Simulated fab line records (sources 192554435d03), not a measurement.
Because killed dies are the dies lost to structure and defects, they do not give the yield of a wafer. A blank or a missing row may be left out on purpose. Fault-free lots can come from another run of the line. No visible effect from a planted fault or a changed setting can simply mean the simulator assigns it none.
Check of tool commonality | flow n5-finfet | Lots sampled 8, wafers sampled 24

## WHY IT WAS OPENED
Flagged at N5_MOL_CONTACT_COAG_CD_MEAS_40: reading cd-nm, on 1 of 8 lots. Wafers without a fault read 25.08 nm, standard deviation 0.25.
Rule: a lot is flagged in two cases, either no wafer of it has a number, or all its wafers with numbers fall more than 4 standard deviations from that mean. As for the other lots, they are considered sound.

lot  | measured     | on        | cd-nm (nm), wafer by wafer | flag
L662 | day 5 17:34  | cd-sem-01 | 24.86 25.39 25.17          |
L668 | day 6 19:39  | cd-sem-03 | 24.64 24.83 24.39          |
L669 | day 7 05:26  | cd-sem-02 | 24.89 25.11 25.11          |
L671 | day 7 17:43  | cd-sem-03 | 25.35 24.85 25.28          |
L672 | day 8 02:00  | cd-sem-02 | 25.42 25.54 25.18          |
L673 | day 8 06:47  | cd-sem-02 | 25.06 24.88 25.17          |
L676 | day 9 02:36  | cd-sem-03 | 25.32 25.30 25.58          |
L683 | day 10 16:42 | cd-sem-01 | 19.83 17.58 11.04          | FLAGGED
Average over the flagged lots: 16.15 nm; offset from the usual -8.93 nm, equal to -36 standard deviations.

## LOT BY LOT: THE TOOL USED
The record holds 4 process steps before the reading, out of a route of 1938 steps. Read each cell as the tool, then ch plus the chambers that the sampled wafers visited, then the start.
lot  | flag    | N5_MOL_CONTACT_COAG_ETCH_90        | N5_MOL_CONTACT_COAG_ETCHBACK_135   | N5_MOL_CONTACT_COAG_ETCH_47        | N5_MOL_CONTACT_COAG_EXPOSE_37
L662 |         | rie-diel-03 ch 1,2, day 5 16:19    | rie-diel-01 ch 2,3, day 5 16:43    | rie-diel-01 ch 2,3, day 5 16:51    | euv-scanner-02 ch 0, day 5 17:26
L668 |         | rie-diel-01 ch 0,1,3, day 6 18:08  | rie-diel-04 ch 0,1,2, day 6 18:50  | rie-diel-04 ch 0,1,2, day 6 18:59  | euv-scanner-01 ch 0, day 6 19:31
L669 |         | rie-diel-04 ch 1,2,3, day 7 03:57  | rie-diel-01 ch 0,1,3, day 7 04:44  | rie-diel-01 ch 0,1,3, day 7 04:53  | euv-scanner-01 ch 0, day 7 05:17
L671 |         | rie-diel-03 ch 2,3, day 7 16:08    | rie-diel-04 ch 0,1, day 7 16:55    | rie-diel-04 ch 0,1, day 7 17:03    | euv-scanner-02 ch 0, day 7 17:35
L672 |         | rie-diel-03 ch 0,2,3, day 8 00:23  | rie-diel-04 ch 0,1, day 8 01:19    | rie-diel-04 ch 0,1, day 8 01:27    | euv-scanner-02 ch 0, day 8 01:52
L673 |         | rie-diel-04 ch 0,2, day 8 05:34    | rie-diel-01 ch 1,2, day 8 05:58    | rie-diel-01 ch 1,2, day 8 06:07    | euv-scanner-01 ch 0, day 8 06:38
L676 |         | rie-diel-03 ch 2,3, day 9 01:26    | rie-diel-03 ch 0,2, day 9 01:55    | rie-diel-03 ch 0,2, day 9 02:03    | euv-scanner-02 ch 0, day 9 02:28
L683 | FLAGGED | rie-diel-03 ch 0,1,3, day 10 15:36 | rie-diel-03 ch 1,2,3, day 10 16:01 | rie-diel-03 ch 1,2,3, day 10 16:10 | euv-scanner-01 ch 0, day 10 16:34
What the steps here do:
- N5_MOL_CONTACT_COAG_ETCH_90: etches SiARC in CF4, target depth 13 nm, time 21.7 s.
- N5_MOL_CONTACT_COAG_ETCHBACK_135: etches SiO2 in CHF3, target depth 25 nm, time 16.7 s.
- N5_MOL_CONTACT_COAG_ETCH_47: etches SiNx in CH3F/O2, stops on W, target depth 27 nm.
- N5_MOL_CONTACT_COAG_EXPOSE_37: exposes mask VD, defocus 0 nm.
- N5_MOL_CONTACT_COAG_CD_MEAS_40: target cd 25.1 nm.

## FLAGGED OVER TOTAL, TOOL BY TOOL (the gauges that took the reading come last)
step                             | tool           | lots run | flagged | share of the flagged lots | sound lots run after its first flagged lot
N5_MOL_CONTACT_COAG_ETCH_90      | rie-diel-01    | 1        | 0       | none                      | -
N5_MOL_CONTACT_COAG_ETCH_90      | rie-diel-03    | 5        | 1       | all                       | 0
N5_MOL_CONTACT_COAG_ETCH_90      | rie-diel-04    | 2        | 0       | none                      | -
N5_MOL_CONTACT_COAG_ETCHBACK_135 | rie-diel-01    | 3        | 0       | none                      | -
N5_MOL_CONTACT_COAG_ETCHBACK_135 | rie-diel-03    | 2        | 1       | all                       | 0
N5_MOL_CONTACT_COAG_ETCHBACK_135 | rie-diel-04    | 3        | 0       | none                      | -
N5_MOL_CONTACT_COAG_ETCH_47      | rie-diel-01    | 3        | 0       | none                      | -
N5_MOL_CONTACT_COAG_ETCH_47      | rie-diel-03    | 2        | 1       | all                       | 0
N5_MOL_CONTACT_COAG_ETCH_47      | rie-diel-04    | 3        | 0       | none                      | -
N5_MOL_CONTACT_COAG_EXPOSE_37    | euv-scanner-01 | 4        | 1       | all                       | 0
N5_MOL_CONTACT_COAG_EXPOSE_37    | euv-scanner-02 | 4        | 0       | none                      | -
N5_MOL_CONTACT_COAG_CD_MEAS_40   | cd-sem-01      | 2        | 1       | all                       | 0
N5_MOL_CONTACT_COAG_CD_MEAS_40   | cd-sem-02      | 3        | 0       | none                      | -
N5_MOL_CONTACT_COAG_CD_MEAS_40   | cd-sem-03      | 3        | 0       | none                      | -

## WHAT IS ALLOWED BY THE TABLE
5 rows of the table ran every flagged lot: rie-diel-03 at N5_MOL_CONTACT_COAG_ETCH_90, rie-diel-03 at N5_MOL_CONTACT_COAG_ETCHBACK_135, rie-diel-03 at N5_MOL_CONTACT_COAG_ETCH_47, euv-scanner-01 at N5_MOL_CONTACT_COAG_EXPOSE_37, cd-sem-01 at N5_MOL_CONTACT_COAG_CD_MEAS_40.
- rie-diel-03 at N5_MOL_CONTACT_COAG_ETCH_90: 1 of its 5 lots flagged. Its last sound lot is L676 (day 9 01:26), its first flagged lot L683 (day 10 15:36): a fault that began between those two fits.
- rie-diel-03 at N5_MOL_CONTACT_COAG_ETCHBACK_135: 1 of its 2 lots flagged. Its last sound lot is L676 (day 9 01:55), its first flagged lot L683 (day 10 16:01): a fault that began between those two fits.
- rie-diel-03 at N5_MOL_CONTACT_COAG_ETCH_47: 1 of its 2 lots flagged. Its last sound lot is L676 (day 9 02:03), its first flagged lot L683 (day 10 16:10): a fault that began between those two fits.
- euv-scanner-01 at N5_MOL_CONTACT_COAG_EXPOSE_37: 1 of its 4 lots flagged. Its last sound lot is L673 (day 8 06:38), its first flagged lot L683 (day 10 16:34): a fault that began between those two fits. Its own readings lie more than 4 standard deviations out on every wafer of the flagged lots: exposure-dose-mJ-cm2.
- cd-sem-01 at N5_MOL_CONTACT_COAG_CD_MEAS_40: 1 of its 2 lots flagged. Its last sound lot is L662 (day 5 17:34), its first flagged lot L683 (day 10 16:42): a fault that began between those two fits.
Because each of these 3 tools fits a fault that began at some hour, counting lots does not separate them. More lots, or a look at what each step does to the wafer, might.

## WHAT THE SIMULATOR HAD INSERTED
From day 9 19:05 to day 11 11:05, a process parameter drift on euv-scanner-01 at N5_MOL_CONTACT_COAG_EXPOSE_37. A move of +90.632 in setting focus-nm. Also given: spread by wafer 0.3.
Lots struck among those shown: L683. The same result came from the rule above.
